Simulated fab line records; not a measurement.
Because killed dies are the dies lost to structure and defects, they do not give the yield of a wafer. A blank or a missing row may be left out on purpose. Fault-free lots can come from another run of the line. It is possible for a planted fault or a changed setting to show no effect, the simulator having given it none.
Matching of chambers / flow n5_finfet / N5_BEOL_M0_PRE_CLEAN_131 on cvd_co-01 has 3 sister chambers
The step time 15 s. 30 wafers are shown with their chamber, then 12 later ones without.

== WAFERS, EACH WITH ITS CHAMBER ==
wafer=L076.3; chamber=2; heater_power_w (W)=62
wafer=L076.5; chamber=0; heater_power_w (W)=106
wafer=L076.6; chamber=2; heater_power_w (W)=64
wafer=L078.2; chamber=0; heater_power_w (W)=105
wafer=L078.3; chamber=1; heater_power_w (W)=105
wafer=L078.4; chamber=0; heater_power_w (W)=109
wafer=L079.2; chamber=2; heater_power_w (W)=65
wafer=L079.3; chamber=1; heater_power_w (W)=105
wafer=L079.6; chamber=0; heater_power_w (W)=111
wafer=L083.2; chamber=0; heater_power_w (W)=108
wafer=L083.5; chamber=1; heater_power_w (W)=105
wafer=L083.6; chamber=0; heater_power_w (W)=109
wafer=L084.2; chamber=1; heater_power_w (W)=109
wafer=L084.3; chamber=0; heater_power_w (W)=107
wafer=L084.4; chamber=1; heater_power_w (W)=107
wafer=L087.1; chamber=0; heater_power_w (W)=108
wafer=L087.2; chamber=1; heater_power_w (W)=105
wafer=L087.4; chamber=1; heater_power_w (W)=108
wafer=L089.1; chamber=1; heater_power_w (W)=105
wafer=L089.4; chamber=0; heater_power_w (W)=108
wafer=L089.6; chamber=0; heater_power_w (W)=106
wafer=L090.1; chamber=0; heater_power_w (W)=106
wafer=L090.3; chamber=0; heater_power_w (W)=108
wafer=L090.5; chamber=0; heater_power_w (W)=107
wafer=L091.2; chamber=0; heater_power_w (W)=107
wafer=L091.4; chamber=1; heater_power_w (W)=108
wafer=L091.6; chamber=1; heater_power_w (W)=106
wafer=L092.2; chamber=1; heater_power_w (W)=109
wafer=L092.4; chamber=1; heater_power_w (W)=108
wafer=L092.6; chamber=1; heater_power_w (W)=107

SIGNATURES, as means of the wafers listed above
reading=heater_power_w; chamber 0=107.50; chamber 1=106.69; chamber 2=63.67; scatter within a chamber=1.57
Rule: distance of a wafer from a chamber = root of the sum over the readings of ((wafer's reading minus chamber's mean) / reading's scatter) squared. If the next closest chamber is less than 2 further off than the closest, the wafer can't be placed; otherwise it belongs to the closest. The scatter: take each reading less its chamber's mean, square it, sum over the shown wafers, divide by the number of wafers less the number of chambers, and take the root.

== WAFERS MISSING THEIR CHAMBER ==
wafer=L094.1; heater_power_w (W)=109
wafer=L094.2; heater_power_w (W)=107
wafer=L094.3; heater_power_w (W)=111
wafer=L094.4; heater_power_w (W)=108
wafer=L094.5; heater_power_w (W)=108
wafer=L094.6; heater_power_w (W)=106
wafer=L095.1; heater_power_w (W)=108
wafer=L095.2; heater_power_w (W)=107
wafer=L095.5; heater_power_w (W)=105
wafer=L097.3; heater_power_w (W)=110
wafer=L097.5; heater_power_w (W)=109
wafer=L097.6; heater_power_w (W)=107

== WHICH CHAMBER EACH WENT THROUGH ==
wafer=L094.1; from the rows above=can't be placed: 0 or 1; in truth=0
wafer=L094.2; from the rows above=can't be placed: 1 or 0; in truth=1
wafer=L094.3; from the rows above=can't be placed: 0 or 1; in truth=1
wafer=L094.4; from the rows above=can't be placed: 0 or 1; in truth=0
wafer=L094.5; from the rows above=can't be placed: 0 or 1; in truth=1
wafer=L094.6; from the rows above=can't be placed: 1 or 0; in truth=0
wafer=L095.1; from the rows above=can't be placed: 0 or 1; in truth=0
wafer=L095.2; from the rows above=can't be placed: 1 or 0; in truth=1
wafer=L095.5; from the rows above=can't be placed: 1 or 0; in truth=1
wafer=L097.3; from the rows above=can't be placed: 0 or 1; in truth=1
wafer=L097.5; from the rows above=can't be placed: 0 or 1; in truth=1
wafer=L097.6; from the rows above=can't be placed: 1 or 0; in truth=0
Placed correctly: 0 of 12. These rows do not allow placing 12 (true chamber among the candidates in 12). Wrongly placed: 0.
